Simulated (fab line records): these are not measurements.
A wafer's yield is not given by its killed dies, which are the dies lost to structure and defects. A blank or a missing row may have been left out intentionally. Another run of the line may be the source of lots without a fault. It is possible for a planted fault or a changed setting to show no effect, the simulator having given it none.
Which tool was responsible? | flow n5-finfet | Sampling: 8 lots, 24 wafers, 7 of 1938 route steps

## WHAT EACH GAUGE READ, for each wafer
N5_SD_EPI_N_EPI_MEAS_23.
lot  | measured    | on            | thk-nm (nm)
L475 | day 3 10:13 | film-metro-02 | 60.0 59.4 59.9
L478 | day 4 03:50 | film-metro-01 | 58.9 59.2 58.5
L479 | day 4 09:58 | film-metro-01 | 59.7 59.0 58.4
L487 | day 6 18:06 | film-metro-02 | 64.0 57.5 63.4
L489 | day 7 01:30 | film-metro-01 | 59.1 63.9 63.4
L492 | day 7 23:22 | film-metro-02 | 56.8 58.1 60.3
L494 | day 8 07:22 | film-metro-02 | 59.6 59.0 60.2
L497 | day 9 01:02 | film-metro-02 | 60.0 57.6 58.3

N5_SD_ACTIVATION_RS_MEAS_03: measurement is done with a four-point probe.
lot  | measured    | on            | RS_SD_N (ohm/sq)  | RS_SD_P (ohm/sq)
L475 | day 3 15:43 | film-metro-01 | 21.68 21.47 21.59 | 56.5 56.0 56.4
L478 | day 4 09:10 | film-metro-02 | 21.94 21.96 21.91 | 57.5 57.0 57.6
L479 | day 4 15:30 | film-metro-02 | 21.91 22.41 22.44 | 55.6 56.4 55.3
L487 | day 6 23:49 | film-metro-02 | 20.28 22.13 20.48 | 55.9 55.2 55.8
L489 | day 7 07:01 | film-metro-01 | 21.87 20.32 20.20 | 56.4 56.8 56.3
L492 | day 8 05:17 | film-metro-02 | 22.17 22.30 21.94 | 56.8 56.2 56.7
L494 | day 8 12:35 | film-metro-01 | 21.86 21.75 21.80 | 53.1 53.4 53.7
L497 | day 9 06:25 | film-metro-02 | 21.80 21.88 21.95 | 56.0 56.2 55.8

N5_BEOL_M4_RC_MEAS_101.
lot  | measured     | on        | DIBL_N (mV/V)  | DIBL_P (mV/V)  | IOFF_N (nA/um) | IOFF_P (nA/um) | ION_N (uA/um) | ION_P (uA/um) | RS_SD_N (ohm/sq) | SS_N (mV/dec)  | SS_P (mV/dec)  | VT_N (mV)   | VT_P (mV)
L475 | day 8 07:29  | prober-01 | 35.8 33.8 35.6 | 35.9 32.6 34.7 | 0.15 0.11 0.15 | 0.24 0.19 0.22 | 678 659 672   | 477 464 470   | 28.1 27.7 27.9   | 71.1 70.3 71.3 | 73.3 72.6 72.8 | 249 253 248 | -246 -251 -247
L478 | day 9 05:44  | prober-01 | 38.3 35.9 36.2 | 35.2 32.5 33.4 | 0.17 0.13 0.13 | 0.21 0.18 0.19 | 679 662 671   | 465 458 460   | 28.5 28.8 28.3   | 71.6 71.3 71.5 | 73.2 71.8 72.3 | 248 248 251 | -249 -251 -250
L479 | day 9 08:32  | prober-01 | 37.3 36.5 34.3 | 36.4 34.5 33.2 | 0.17 0.17 0.13 | 0.23 0.20 0.18 | 673 678 668   | 467 459 457   | 28.2 28.8 28.9   | 71.5 71.8 70.1 | 73.2 72.7 72.1 | 250 247 249 | -247 -249 -250
L487 | day 11 13:42 | prober-02 | 37.5 39.5 37.5 | 39.2 41.9 39.3 | 0.22 0.26 0.21 | 0.26 0.31 0.25 | 681 693 692   | 463 475 472   | 26.6 28.6 26.3   | 71.8 73.1 71.6 | 74.1 74.5 74.0 | 243 243 245 | -250 -246 -250
L489 | day 12 06:14 | prober-02 | 35.3 41.1 36.6 | 35.2 40.7 37.4 | 0.15 0.29 0.17 | 0.20 0.29 0.23 | 676 700 676   | 465 466 466   | 28.4 26.0 26.0   | 71.4 73.2 71.1 | 73.8 74.8 73.8 | 248 239 247 | -251 -247 -247
L492 | day 12 22:08 | prober-02 | 34.9 32.7 37.0 | 35.6 32.1 37.2 | 0.14 0.12 0.19 | 0.23 0.18 0.27 | 668 677 681   | 463 467 472   | 28.4 28.7 28.3   | 71.3 70.6 71.7 | 73.1 72.5 73.3 | 253 251 245 | -246 -248 -244
L494 | day 13 17:14 | prober-02 | 40.5 37.6 38.3 | 38.1 34.2 34.9 | 0.21 0.15 0.16 | 0.27 0.20 0.20 | 666 660 653   | 462 462 457   | 28.5 28.5 28.5   | 71.8 71.4 71.7 | 73.7 72.6 72.8 | 246 250 251 | -247 -250 -250
L497 | day 15 03:51 | prober-02 | 38.7 36.5 34.7 | 39.5 37.2 35.7 | 0.20 0.16 0.13 | 0.25 0.22 0.20 | 694 679 661   | 469 470 465   | 28.3 28.4 28.7   | 72.4 72.2 71.4 | 73.6 73.4 72.2 | 244 250 252 | -246 -247 -252

## TOOL THAT RAN EACH LOT (tool first, then ch and the chambers of the sampled wafers, then the start)
lot  | N5_SD_EPI_N_DESCUM_14             | N5_SD_EPI_N_ETCH_35               | N5_SD_EPI_N_VAPOR_ETCH_50      | N5_SD_EPI_N_EPI_21
L475 | rie-diel-01 ch 1,2,3, day 3 06:35 | rie-diel-01 ch 1,2,3, day 3 06:41 | epi-rpcvd-02 ch 0, day 3 08:19 | epi-rpcvd-02 ch 0, day 3 08:30
L478 | rie-diel-06 ch 1,2,3, day 4 00:13 | rie-diel-06 ch 1,2,3, day 4 00:19 | epi-rpcvd-01 ch 0, day 4 02:00 | epi-rpcvd-01 ch 0, day 4 02:41
L479 | rie-diel-06 ch 0,1,2, day 4 06:35 | rie-diel-06 ch 0,1,2, day 4 06:40 | epi-rpcvd-01 ch 0, day 4 08:07 | epi-rpcvd-01 ch 0, day 4 08:32
L487 | rie-diel-01 ch 0,1,2, day 6 14:43 | rie-diel-01 ch 0,1,2, day 6 14:48 | epi-rpcvd-01 ch 0, day 6 16:14 | epi-rpcvd-01 ch 0, day 6 16:40
L489 | rie-diel-01 ch 0,2,3, day 6 22:07 | rie-diel-01 ch 0,2,3, day 6 22:12 | epi-rpcvd-01 ch 0, day 6 23:37 | epi-rpcvd-01 ch 0, day 6 23:47
L492 | rie-diel-01 ch 0,1,3, day 7 19:00 | rie-diel-01 ch 0,1,3, day 7 19:05 | epi-rpcvd-04 ch 0, day 7 20:50 | epi-rpcvd-04 ch 0, day 7 21:05
L494 | rie-diel-01 ch 0,3, day 8 03:44   | rie-diel-01 ch 0,3, day 8 03:50   | epi-rpcvd-02 ch 0, day 8 05:30 | epi-rpcvd-02 ch 0, day 8 05:56
L497 | rie-diel-02 ch 0,2,3, day 8 20:54 | rie-diel-02 ch 0,2,3, day 8 20:59 | epi-rpcvd-02 ch 0, day 8 22:31 | epi-rpcvd-02 ch 0, day 8 22:46
- N5_SD_EPI_N_DESCUM_14: chemistry O2, time 7.9 s.
- N5_SD_EPI_N_ETCH_35: etches SOC in N2/H2, overetch 108 nm, time 486 s.
- N5_SD_EPI_N_VAPOR_ETCH_50: etches Si in HCl, time 54 s.
- N5_SD_EPI_N_EPI_21: deposits Si:P, time 690 s.

## WHAT THE TOOLS THEMSELVES READ (means of the sampled wafers that have a number; where no wafer has one, the mark that the record gives instead)
N5_SD_EPI_N_DESCUM_14.
lot  | tool        | drypump-motor-current-A (A) | oes-product-au (a.u.) | rf-vpp-V (V) | showerhead-plenum-p-Torr (Torr) | throttle-valve-pct (%)
L475 | rie-diel-01 | 5.9                         | 0.71                  | 243.2        | 2.08                            | 20.67
L478 | rie-diel-06 | 5.2                         | 0.82                  | 243.8        | 2.11                            | 20.35
L479 | rie-diel-06 | 5.3                         | 0.82                  | 241.9        | 2.08                            | 20.50
L487 | rie-diel-01 | 6.0                         | 0.72                  | 243.4        | 2.07                            | 20.50
L489 | rie-diel-01 | 5.7                         | 0.82                  | 242.9        | 2.08                            | 20.38
L492 | rie-diel-01 | 6.3                         | 0.90                  | 242.9        | 2.07                            | 20.41
L494 | rie-diel-01 | 6.1                         | 0.88                  | 243.2        | 2.07                            | 20.45
L497 | rie-diel-02 | 5.9                         | 0.79                  | 243.0        | 2.06                            | 20.30

N5_SD_EPI_N_ETCH_35.
lot  | tool        | drypump-motor-current-A (A) | oes-product-au (a.u.) | rf-vpp-V (V) | showerhead-plenum-p-Torr (Torr) | throttle-valve-pct (%)
L475 | rie-diel-01 | 6.0                         | 0.63                  | 240.4        | 2.51                            | 24.00
L478 | rie-diel-06 | 5.2                         | 0.73                  | 240.8        | 2.56                            | 23.65
L479 | rie-diel-06 | 5.3                         | 0.73                  | 241.3        | 2.52                            | 23.89
L487 | rie-diel-01 | 5.9                         | 0.65                  | 240.7        | 2.51                            | 23.94
L489 | rie-diel-01 | 5.7                         | 0.73                  | 240.5        | 2.52                            | 23.76
L492 | rie-diel-01 | 6.3                         | 0.81                  | 239.6        | 2.51                            | 23.74
L494 | rie-diel-01 | 6.0                         | 0.78                  | 240.5        | 2.51                            | 23.69
L497 | rie-diel-02 | 5.9                         | 0.71                  | 240.6        | 2.52                            | 23.89

N5_SD_EPI_N_VAPOR_ETCH_50.
lot  | tool         | throttle-valve-pct (%)
L475 | epi-rpcvd-02 | 12.7
L478 | epi-rpcvd-01 | 11.8
L479 | epi-rpcvd-01 | 11.7
L487 | epi-rpcvd-01 | 11.7
L489 | epi-rpcvd-01 | 11.7
L492 | epi-rpcvd-04 | 11.7
L494 | epi-rpcvd-02 | 12.4
L497 | epi-rpcvd-02 | 12.4

## THE ANSWER, worked out from the rows above alone
Rule: the lots themselves supply what counts as usual. Put in order of their means at a reading, lots are off if they are a third of the lots or fewer, leave a main group of 4 or more, and stand apart from it by a gap of 3 or more times the standard deviation of the main group's means; of several such gaps the widest counts. If all means in a main group match to the digits the tables above print for the reading, that group is not used. Also off: a lot with no number at a reading for which 4 or more lots have one. Any other lot the step has rows for is counted as sound. The gauges are gone through in route order, then the tools' own readings, and for those a lot's mean is taken as printed above. The first step at which some lot is off is used, and at that step the reading that is off furthest; a lot without a number counts as furthest.
Off, at N5_SD_EPI_N_EPI_MEAS_23 on thk-nm: L487, L489. The main group has a mean of 59.0 nm with a standard deviation of 0.49.
A tool fits if, at a process step before that reading, it ran every lot that is off, and no sound lot after the first of them. Not tried: the gauges at N5_SD_EPI_N_EPI_MEAS_23; whatever is off there is also off at N5_BEOL_M4_RC_MEAS_101, on other tools, and gauge error can't account for it. One fits: N5_SD_EPI_N_VAPOR_ETCH_50 and N5_SD_EPI_N_EPI_21 on epi-rpcvd-01. At N5_SD_EPI_N_VAPOR_ETCH_50 its last sound lot is L479 (day 4 08:07), its first lot that is off L487 (day 6 16:14): a fault that began between those two fits.

## WHAT WAS PUT IN BY THE SIMULATOR
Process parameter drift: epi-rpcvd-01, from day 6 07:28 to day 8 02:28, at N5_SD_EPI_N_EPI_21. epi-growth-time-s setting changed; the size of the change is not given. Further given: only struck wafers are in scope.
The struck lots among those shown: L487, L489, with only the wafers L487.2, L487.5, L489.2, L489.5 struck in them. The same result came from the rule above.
